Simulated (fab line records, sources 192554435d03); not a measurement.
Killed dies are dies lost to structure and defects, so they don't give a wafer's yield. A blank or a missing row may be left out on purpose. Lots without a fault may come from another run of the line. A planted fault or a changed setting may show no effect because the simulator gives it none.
Which tool did it? | flow n5_finfet | 8 lots, 24 wafers sampled, at 5 steps of a route of 1938

WHAT THE GAUGES READ, wafer by wafer
N5_BEOL_M9_INSPECT_58: inspects for defects (darkfield).
lot  | measured     | on                | raw_defect_count
L999 | day 10 08:34 | defect_inspect-02 | 54 72 56
L103 | day 12 05:55 | defect_inspect-01 | 56 115 92
L106 | day 12 14:41 | defect_inspect-02 | 89 77 73
L108 | day 13 01:25 | defect_inspect-02 | 61 89 48
L114 | day 14 07:32 | defect_inspect-01 | 48 37 54
L113 | day 14 07:41 | defect_inspect-01 | 41 71 68
L111 | day 14 16:20 | defect_inspect-02 | 57 55 43
L120 | day 17 04:28 | defect_inspect-01 | 75 40 62

N5_BEOL_M15_RC_MEAS_101.
lot  | measured     | on        | COMB_M10 (S/m)             | COMB_M11 (S/m)          | COMB_M12 (S/m)          | COMB_M13 (S/m)          | COMB_M14 (S/m)          | COMB_M15 (S/m)          | COMB_M5 (S/m)           | COMB_M6 (S/m)           | COMB_M7 (S/m)           | COMB_M8 (S/m)           | COMB_M9 (S/m)              | COMB_M9_max_site (S/m)  | SERP_M10 (ohm/um) | SERP_M11 (ohm/um) | SERP_M12 (ohm/um) | SERP_M13 (ohm/um) | SERP_M14 (ohm/um) | SERP_M5 (ohm/um) | SERP_M6 (ohm/um) | SERP_M6_max_site (ohm/um) | SERP_M7 (ohm/um) | SERP_M7_max_site (ohm/um) | SERP_M8 (ohm/um) | SERP_M9 (ohm/um)
L999 | day 12 07:10 | prober-02 | 1.19e-11 1.23e-11 9.3e-12  | 1.2e-11 1e-11 1.6e-11   | 5.2e-12 7.1e-12 6.8e-12 | 5.9e-12 5.8e-12 5.2e-12 | 3.4e-12 4.1e-12 2.4e-12 | 2.2e-12 1.5e-12 9e-13   | 4.6e-11 3.1e-11 3.4e-11 | 3.9e-11 2.8e-11 2.9e-11 | 2.1e-11 1.9e-11 1.8e-11 | 2.3e-11 2.9e-11 2.4e-11 | 1.24e-11 1e-11 1e-11       | 1.6e-11 2.5e-11 1.7e-11 | 3.15 3.07 3.10    | 3.02 3.13 2.97    | 0.631 0.652 0.622 | 0.310 0.308 0.309 | 0.159 0.154 0.170 | 37.6 38.1 39.8   | 13.9 14.3 13.8   | 14.4 15.0 14.3            | 13.7 13.6 14.2   | 14.2 14.1 15.7            | 13.5 14.8 14.3   | 3.14 3.09 3.07
L103 | day 13 20:41 | prober-01 | 1.06e-11 8.6e-12 2.01e-11  | 1.6e-11 1.6e-11 1.6e-11 | 6.3e-12 6.1e-12 5.3e-12 | 4.6e-12 3.8e-12 5.1e-12 | 3.8e-12 3.6e-12 5e-12   | 2.6e-12 2e-12 1.6e-12   | 3.4e-11 3.3e-11 4.4e-11 | 3.5e-11 3.3e-11 2.4e-11 | 2.8e-11 2.2e-11 2.6e-11 | 2.9e-11 3.3e-11 3.5e-11 | 1.35e-11 6.34e-11 7.18e-11 | 2e-11 1.07e-10 9.6e-11  | 3.10 2.95 2.95    | 3.05 2.95 2.96    | 0.617 0.630 0.635 | 0.315 0.305 0.303 | 0.157 0.156 0.157 | 38.2 40.9 37.1   | 13.4 14.2 14.2   | 14.0 14.5 14.7            | 14.1 14.4 13.5   | 15.3 14.9 14.3            | 13.3 14.8 13.6   | 3.10 2.99 2.97
L106 | day 14 11:38 | prober-01 | 1.41e-11 1.43e-11 1.37e-11 | 1.5e-11 2e-11 1.7e-11   | 6.9e-12 7.3e-12 8.3e-12 | 3.8e-12 4.8e-12 4e-12   | 3.7e-12 3.9e-12 5.2e-12 | 2.4e-12 2.7e-12 2.9e-12 | 3.8e-11 4.2e-11 5.5e-11 | 2e-11 4.2e-11 3.3e-11   | 3.1e-11 2.6e-11 2.5e-11 | 2.1e-11 2.2e-11 2.4e-11 | 1.4e-11 1.82e-11 1.74e-11  | 2.2e-11 2.4e-11 2.1e-11 | 3.24 3.14 3.06    | 2.85 2.96 3.00    | 0.598 0.628 0.603 | 0.295 0.311 0.299 | 0.165 0.160 0.163 | 37.9 36.8 36.8   | 14.3 14.6 14.4   | 14.9 15.0 14.8            | 14.5 14.2 15.1   | 15.7 14.6 15.7            | 13.7 14.0 14.1   | 2.98 2.95 3.05
L108 | day 14 15:55 | prober-02 | 1.73e-11 1.1e-11 1.66e-11  | 2.1e-11 1.7e-11 1.3e-11 | 5.8e-12 6.9e-12 4.9e-12 | 4.1e-12 3.7e-12 3.6e-12 | 3.4e-12 3.1e-12 2.8e-12 | 1.1e-12 1.9e-12 3e-12   | 3.9e-11 3.4e-11 3.6e-11 | 2.5e-11 2.6e-11 2.7e-11 | 2.1e-11 2e-11 2e-11     | 2.7e-11 2.4e-11 3.7e-11 | 1.73e-11 5.28e-11 4.96e-11 | 2.5e-11 6.7e-11 7.2e-11 | 3.11 3.08 3.17    | 3.08 3.06 3.04    | 0.647 0.624 0.623 | 0.313 0.311 0.312 | 0.167 0.158 0.163 | 39.8 41.9 40.4   | 14.0 13.5 13.4   | 14.4 13.5 13.9            | 14.4 13.9 13.3   | 15.0 14.4 14.1            | 14.4 13.4 13.2   | 3.00 2.86 2.92
L114 | day 16 00:39 | prober-01 | 1.73e-11 2.28e-11 1.33e-11 | 1.8e-11 1.3e-11 1e-11   | 7.9e-12 5.5e-12 7.4e-12 | 4.8e-12 4.3e-12 4.5e-12 | 4e-12 4.6e-12 3.6e-12   | 2.7e-12 3.4e-12 2.7e-12 | 3.2e-11 2.3e-11 2.9e-11 | 2.5e-11 2.6e-11 2.2e-11 | 2.5e-11 1.5e-11 2.3e-11 | 3.1e-11 3.1e-11 2.7e-11 | 1.57e-11 1.23e-11 1.94e-11 | 2.3e-11 1.9e-11 2.4e-11 | 2.99 3.24 3.17    | 2.99 3.04 2.97    | 0.616 0.633 0.607 | 0.309 0.308 0.309 | 0.156 0.158 0.165 | 41.4 40.2 40.9   | 14.7 14.2 14.0   | 15.2 14.6 14.4            | 13.2 14.1 14.4   | 13.7 14.5 14.8            | 12.7 13.6 13.6   | 3.17 3.03 3.00
L113 | day 16 00:55 | prober-02 | 1.1e-11 1.08e-11 1.38e-11  | 1.5e-11 1.3e-11 1e-11   | 6.4e-12 6.3e-12 4.8e-12 | 3.9e-12 3.1e-12 4.1e-12 | 2.1e-12 3.4e-12 2.4e-12 | 1.6e-12 2.2e-12 1.9e-12 | 3.3e-11 4e-11 2.8e-11   | 2.8e-11 2.9e-11 2.4e-11 | 3e-11 2e-11 1.9e-11     | 2.1e-11 3.5e-11 2.2e-11 | 1.15e-11 1.07e-11 1.37e-11 | 1.3e-11 1.5e-11 1.7e-11 | 2.97 3.04 3.01    | 3.14 3.16 3.22    | 0.648 0.637 0.636 | 0.306 0.303 0.302 | 0.169 0.159 0.160 | 38.2 43.3 36.9   | 14.1 14.6 14.3   | 14.7 14.9 15.1            | 14.1 14.7 14.4   | 14.7 15.9 15.5            | 13.8 14.6 13.0   | 3.17 2.99 3.05
L111 | day 16 20:15 | prober-02 | 9.7e-12 1.68e-11 1.56e-11  | 1.6e-11 1.2e-11 1.3e-11 | 6.4e-12 5.9e-12 5.8e-12 | 3.6e-12 3.8e-12 6.2e-12 | 3.1e-12 2.8e-12 3.1e-12 | 1.4e-12 1.6e-12 1.9e-12 | 2.3e-11 3.9e-11 3.8e-11 | 1.8e-11 2.2e-11 1.9e-11 | 2.6e-11 3.8e-11 2.5e-11 | 2.5e-11 2.4e-11 2.8e-11 | 1.72e-11 1.19e-11 1.44e-11 | 2.7e-11 1.6e-11 1.8e-11 | 3.07 2.99 2.94    | 3.14 3.14 3.02    | 0.630 0.615 0.591 | 0.315 0.310 0.314 | 0.156 0.160 0.156 | 36.2 39.5 37.9   | 14.0 13.6 13.6   | 14.8 14.0 14.2            | 13.7 14.2 14.5   | 14.5 14.5 15.0            | 14.5 13.4 13.6   | 3.25 3.17 3.34
L120 | day 18 16:37 | prober-01 | 1.22e-11 1.4e-11 1.15e-11  | 2e-11 2.2e-11 1.6e-11   | 8.9e-12 5.8e-12 6.1e-12 | 4.3e-12 5.3e-12 4.7e-12 | 2.5e-12 2.2e-12 3.3e-12 | 2.5e-12 3.2e-12 2.6e-12 | 3.9e-11 4.1e-11 3e-11   | 3.2e-11 2.2e-11 2.7e-11 | 2.1e-11 2.2e-11 2.8e-11 | 3.3e-11 2.2e-11 2.3e-11 | 1.7e-11 1.7e-11 2e-11      | 2.1e-11 2.3e-11 2.5e-11 | 3.17 3.25 3.03    | 3.23 3.13 2.95    | 0.612 0.614 0.646 | 0.306 0.302 0.307 | 0.156 0.154 0.165 | 41.8 36.5 38.3   | 14.5 14.2 13.7   | 15.6 14.7 14.9            | 14.0 14.0 13.8   | 14.4 14.4 14.0            | 14.2 14.0 14.9   | 3.16 3.03 3.19

WHICH TOOL RAN EACH LOT (tool, then ch and the chambers of the sampled wafers, then the start)
lot  | N5_BEOL_M9_STRIP_80                           | N5_BEOL_M9_PRE_CLEAN_45      | N5_BEOL_M9_ALD_74
L999 | rie_diel-03 ch 0,1, day 10 05:07 or earlier   | pvd_sputter-01, day 10 05:07 | ald_metal-04 ch 1,2,3, day 10 05:25
L103 | rie_diel-03 ch 0,2, day 12 04:11 or earlier   | pvd_sputter-03, day 12 04:11 | ald_metal-04 ch 0,1, day 12 04:18
L106 | rie_diel-04 ch 0,3, day 12 12:37 or earlier   | pvd_sputter-02, day 12 12:37 | ald_metal-02 ch 0,1,3, day 12 12:41
L108 | rie_diel-04 ch 0,2, day 12 22:32 or earlier   | pvd_sputter-03, day 12 22:32 | ald_metal-04 ch 0,1,2, day 12 22:36
L114 | rie_diel-03 ch 0,2, day 14 05:50 or earlier   | pvd_sputter-02, day 14 05:50 | ald_metal-02 ch 1,2,3, day 14 05:55
L113 | rie_diel-04 ch 0,2,3, day 14 05:55 or earlier | pvd_sputter-02, day 14 05:55 | ald_metal-03 ch 0,2,3, day 14 06:00
L111 | rie_diel-05 ch 1,3, day 14 13:37 or earlier   | pvd_sputter-03, day 14 13:37 | ald_metal-02 ch 0,1,2, day 14 13:40
L120 | rie_diel-04 ch 1,2, day 17 02:40 or earlier   | pvd_sputter-03, day 17 02:40 | ald_metal-04 ch 1,2, day 17 02:43
- N5_BEOL_M9_STRIP_80: strips in N2/H2, time 10 s.
- N5_BEOL_M9_PRE_CLEAN_45: time 30 s.
- N5_BEOL_M9_ALD_74: deposits TaN, target thk 2 nm, pulse time 2 s, purge time 3 s.

WHAT THE TOOLS THEMSELVES READ (means of the sampled wafers that have a number; where no wafer has one, the mark that the record gives instead)
N5_BEOL_M9_STRIP_80.
lot  | tool        | drypump_motor_current_A (A) | oes_product_au (a.u.) | rf_vpp_V (V) | showerhead_plenum_p_Torr (Torr) | throttle_valve_pct (%)
L999 | rie_diel-03 | 5.2                         | 0.79                  | 59.3         | 2.50                            | 23.72
L103 | rie_diel-03 | 5.3                         | 0.87                  | 58.2         | 2.50                            | 23.64
L106 | rie_diel-04 | 5.8                         | 0.79                  | 60.0         | 2.50                            | 23.74
L108 | rie_diel-04 | 6.3                         | 0.79                  | 59.9         | 2.59                            | 23.86
L114 | rie_diel-03 | 5.3                         | 0.85                  | 59.1         | 2.50                            | 23.66
L113 | rie_diel-04 | 5.9                         | 0.86                  | 58.5         | 2.56                            | 23.62
L111 | rie_diel-05 | 5.6                         | 0.69                  | 59.1         | 2.52                            | 23.90
L120 | rie_diel-04 | 6.2                         | 0.82                  | 59.0         | 2.64                            | 23.75

N5_BEOL_M9_PRE_CLEAN_45.
lot  | tool           | heater_power_w (W)
L999 | pvd_sputter-01 | 350
L103 | pvd_sputter-03 | 305
L106 | pvd_sputter-02 | 406
L108 | pvd_sputter-03 | 298
L114 | pvd_sputter-02 | 355
L113 | pvd_sputter-02 | 352
L111 | pvd_sputter-03 | 308
L120 | pvd_sputter-03 | 296

N5_BEOL_M9_ALD_74.
lot  | tool         | heater_power_w (W) | precursor_vessel_pressure_torr (Torr) | precursor_vessel_temp_c (C)
L999 | ald_metal-04 | 399                | 26.28                                 | 75.17
L103 | ald_metal-04 | 399                | 26.20                                 | 74.97
L106 | ald_metal-02 | 494                | 26.26                                 | 74.99
L108 | ald_metal-04 | 385                | 26.20                                 | 75.06
L114 | ald_metal-02 | 489                | 26.26                                 | 74.86
L113 | ald_metal-03 | 419                | 26.27                                 | 75.00
L111 | ald_metal-02 | 461                | 26.24                                 | 74.97
L120 | ald_metal-04 | 397                | 26.18                                 | 74.99

THE ANSWER, worked out from the rows above alone
Rule: what is usual is taken from the lots themselves. Put in order of their means at a reading, lots are off if they are a third of the lots or fewer, leave a main group of 4 or more, and stand apart from it by a gap of 3 or more times the standard deviation of the main group's means; of several such gaps the widest counts. A main group whose means are all the same, to the digits that the tables above print for the reading, isn't used. A lot without any number at a reading at which 4 lots or more have one is off too. The other lots that the step has rows for count as sound. The gauges are gone through in route order, then the tools' own readings, and for those a lot's mean is taken as printed above. The first step at which some lot is off is used, and at that step the reading that is off furthest; a lot without a number counts as furthest.
Off: L103, L108, at N5_BEOL_M15_RC_MEAS_101 (COMB_M9_max_site). The main group: mean 2.0e-11 S/m, standard deviation 2.7e-12.
A tool fits if, at a process step before that reading, it ran every lot that is off, and no sound lot after the first of them. The gauges at N5_BEOL_M15_RC_MEAS_101 are tried like those tools. N5_BEOL_M9_STRIP_80 gives no start for some lots, so the hours and the order of its lots are those of N5_BEOL_M9_PRE_CLEAN_45. None of those tried fits.

WHAT THE SIMULATOR HAD PUT IN
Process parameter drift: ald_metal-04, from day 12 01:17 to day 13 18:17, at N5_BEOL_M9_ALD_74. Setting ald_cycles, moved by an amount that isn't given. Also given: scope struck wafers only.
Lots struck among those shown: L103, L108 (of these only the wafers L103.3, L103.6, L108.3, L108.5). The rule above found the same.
